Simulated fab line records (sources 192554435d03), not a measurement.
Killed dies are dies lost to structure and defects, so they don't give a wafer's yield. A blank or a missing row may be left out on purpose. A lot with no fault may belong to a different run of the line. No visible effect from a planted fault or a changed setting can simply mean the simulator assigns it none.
A struck lot beside a sound one + flow n5 finfet + 38 out of 1938 route steps
Sound: these wafers, L253.1, L253.5, L253.6. Struck: wafers L251.1, L251.4 (left out: L251.6, a lot-mate that was not struck); the cause follows at the end.
For every step that has rows: the tool of each side, followed by ch and its chambers, followed by its first start. Under that, the readings that differ: sound wafers + struck wafers + difference of the means + sigmas: that difference in standard deviations of wafers without a fault.
alike: words and numbers the same on both sides, and readings whose means are apart by under 2 such deviations; not compared: readings that were withheld, readings missing a value for some wafer, numbers with overlapping values and no deviation given by the record, and bounds like >300 which may hide the same value.
A row with sigmas, a row that says differs or no value, or rows on one side alone: a step with any of these is where the two part. Numbers that have no deviation but don't overlap get no sigmas and don't part them. A reading that every wafer of one side lacks parts them only if that side has two wafers or more.

first, 11 steps without rows for these wafers: N5_FIN_SAQP_DESCUM_21 (chemistry O2, time 7.9 s); N5_FIN_SAQP_ETCH_51 (etches SiARC in CF4, target depth 45.5 nm, time 75.8 s); N5_FIN_SAQP_ETCH_52 (etches SOC in N2/H2, target depth 100 nm, overetch 20 nm, time 150 s); N5_FIN_SAQP_STRIP_53 (strips in N2/H2); N5_FIN_SAQP_HM_OPEN_73 (chemistry CHF3/O2, target SiO2, stops on a-Si, target depth 12 nm, time 16.8 s); N5_FIN_SAQP_STRIP_74 (strips in CHF3/O2); N5_FIN_SAQP_MANDREL_ETCH_22 (etches a-Si in HBr/Cl2, stops on SiNx, target depth 60 nm, bt time 10 s, time 30 s); N5_FIN_SAQP_STRIP_55 (strips in N2/H2); N5_FIN_SAQP_STRIP_23 (strips in SPM, time 750 s); N5_FIN_SAQP_SRD_66 (time 30 s); N5_FIN_SAQP_RECESS_75 (chemistry HF/NH3, target SiO2, target depth 14.4 nm, afs cycles 3, sublimation time 60 s).
N5_FIN_SAQP_SPACER1_ALD_24: deposits SiO2, target thk 20.3 nm, pulse time 1 s, purge time 2 s.
  sound on ald sin-03 ch 0,1,2, day 6 23:45; struck on ald sin-02 ch 1,3, day 6 11:36
| reading                                           | sound          | struck  | difference | sigmas |
|---------------------------------------------------|----------------|---------|------------|--------|
| ald cycles                                        | 218 218 218    | 244 244 | +26        |        |
| model.SiO2_of_FIN_SAQP_SPACER1_ALD_24.thk nm (nm) | 20.2 20.4 20.4 | 22.8 23 | +2.6       |        |
  alike: chamber pressure Torr, heater power w, precursor pulse height rel
then, 1 step without rows for these wafers: N5_FIN_SAQP_SPACER1_ETCHBACK_25 (etches SiO2 in CHF3/O2, target depth 24.4 nm, time 12.2 s).
N5_FIN_SAQP_MANDREL1_REMOVE_56: chemistry HBr/Cl2/O2, target a-Si, stops on SiNx, bt time 10 s.
  sound on rie si-06 ch 2,3, day 7 00:33; struck on rie si-03 ch 0,1, day 6 12:24
| reading                   | sound          | struck | difference | sigmas |
|---------------------------|----------------|--------|------------|--------|
| model.FIN_SAQP.cd nm (nm) | 20.2 20.4 20.6 | 23 23  | +3         |        |
  alike: drypump motor current A, mfc cl2 sccm, oes product au, throttle valve pct
  not compared: rf hours counter h
N5_FIN_SAQP_CD_MEAS_27 targets a cd of 20 nm.
  sound on cd sem-02 ch 0, day 7 00:40; struck on cd sem-03 ch 0, day 6 12:31
| reading    | sound             | struck      | difference | sigmas |
|------------|-------------------|-------------|------------|--------|
| cd nm (nm) | 20.26 20.48 20.76 | 23.04 23.09 | +2.56      | +11    |
then, 21 steps without rows for these wafers: N5_FIN_SAQP_ETCH_57 (etches SiNx in CH3F/O2, target depth 32.5 nm, time 46.4 s); N5_FIN_SAQP_ETCH_65 (etches SiO2 in CF4, target depth 4 nm, time 4.4 s); N5_FIN_SAQP_MANDREL_ETCH_58 (etches a-Si in HBr/Cl2, stops on SiNx, target depth 45 nm, bt time 10 s, time 27 s); N5_FIN_SAQP_RECESS_63 (chemistry HF/NH3, target SiO2, target depth 18 nm, afs cycles 3, sublimation time 60 s); N5_FIN_SAQP_COAT_68 (time 60 s, resist thk 100 nm); N5_FIN_SAQP_ETCH_69 (etches SOC in N2/H2, stops on SiNx, target depth 150 nm); N5_FIN_SAQP_ETCH_67 (etches SiNx in CH3F/O2, target depth 30 nm); N5_FIN_SAQP_STRIP_70 (strips in N2/H2); N5_FIN_SAQP_RECESS_71 (chemistry HF/NH3, target SiO2, target depth 3 nm, afs cycles 1, sublimation time 60 s); N5_FIN_SAQP_SPACER2_ALD_28 (deposits SiO2, target thk 8.1 nm, pulse time 1 s, purge time 2 s); N5_FIN_SAQP_SPACER2_ETCHBACK_29 (etches SiO2 in CHF3/O2, target depth 12.2 nm, time 6.1 s); N5_FIN_SAQP_MANDREL2_REMOVE_60 (chemistry HBr/Cl2/O2, target a-Si, stops on SiNx, bt time 10 s); N5_FIN_SAQP_HM_OPEN_33 (chemistry CH3F/O2, target SiNx, target depth 49.4 nm, time 70.6 s); N5_FIN_SAQP_ETCH_34 (etches SiO2 in C4F6/O2, target depth 45 nm, time 15 s); N5_FIN_SAQP_STRIP_77 (strips in N2/H2, time 90 s); N5_FIN_SAQP_ETCH_64 (etches SiO2 in CF4, target depth 1.5 nm); N5_FIN_SAQP_FIN_ETCH_36 (etches the open film in HBr/Cl2/O2, target depth 120 nm, time 50.4 s); N5_FIN_SAQP_PRECLEAN_38 (cleans in O3/DIW, time 45 s); N5_FIN_SAQP_PRECLEAN_45 (cleans in dHF, time 10 s); N5_FIN_SAQP_SRD_39 (time 30 s); N5_FIN_CUT_COAT_18 (time 60 s, resist thk 230 nm).
-- a jump in the record: the struck wafers' starts before and after are 9 days apart (it breaks off in module FIN_CUT and resumes in module BEOL_M4, where the first step shown is number 1111 of the route) --
N5_BEOL_M4_RC_MEAS_101:
  sound on prober-02 ch 0, day 15 22:40; struck on prober-02 ch 0, day 15 19:31
  alike: DIBL_N, DIBL_P, IOFF_N, IOFF_P, ION_N, ION_P, SS_N, SS_P, VT_N, VT_P
-- here the record skips 6 days between the struck wafers' starts before and after, leaving off in module BEOL_M4 and picking up in module PASSIVATION (first step shown: number 1936 of the route) --
N5_PASSIVATION_PROBE_49:
  sound on prober-01, day 21 16:10; struck on prober-02, day 21 11:31
| reading                  | sound          | struck    | difference | sigmas |
|--------------------------|----------------|-----------|------------|--------|
| defect limited yield (%) | 90.3 91.4 89.7 | 56.4 57.6 | -33.5      | -21    |
| killed_at_M0_to_M3       | 37 40 60       | 24 22     | -23        | -2     |
| killed at front end      | 51 37 40       | 453 445   | +406       | +37    |
| killed dies              | 115 101 122    | 514 500   | +394       | +21    |
| sort_bin_5_function (%)  | 5.6 5.3 6.9    | 39.9 38.5 | +33.3      | +33    |
| sort n pass              | 1065 1079 1058 | 666 680   | -394       | -20    |
| sort yield pct (%)       | 90.3 91.4 89.7 | 56.4 57.6 | -33.5      | -20    |
  alike: killed_at_M4_up, killed at contacts, killed at other, killed open, killed short, sort_bin_6_memory

WHERE THEY PART
Earliest at N5_FIN_SAQP_CD_MEAS_27; latest, in this record, at N5_PASSIVATION_PROBE_49.

WHY: what the simulator had put in
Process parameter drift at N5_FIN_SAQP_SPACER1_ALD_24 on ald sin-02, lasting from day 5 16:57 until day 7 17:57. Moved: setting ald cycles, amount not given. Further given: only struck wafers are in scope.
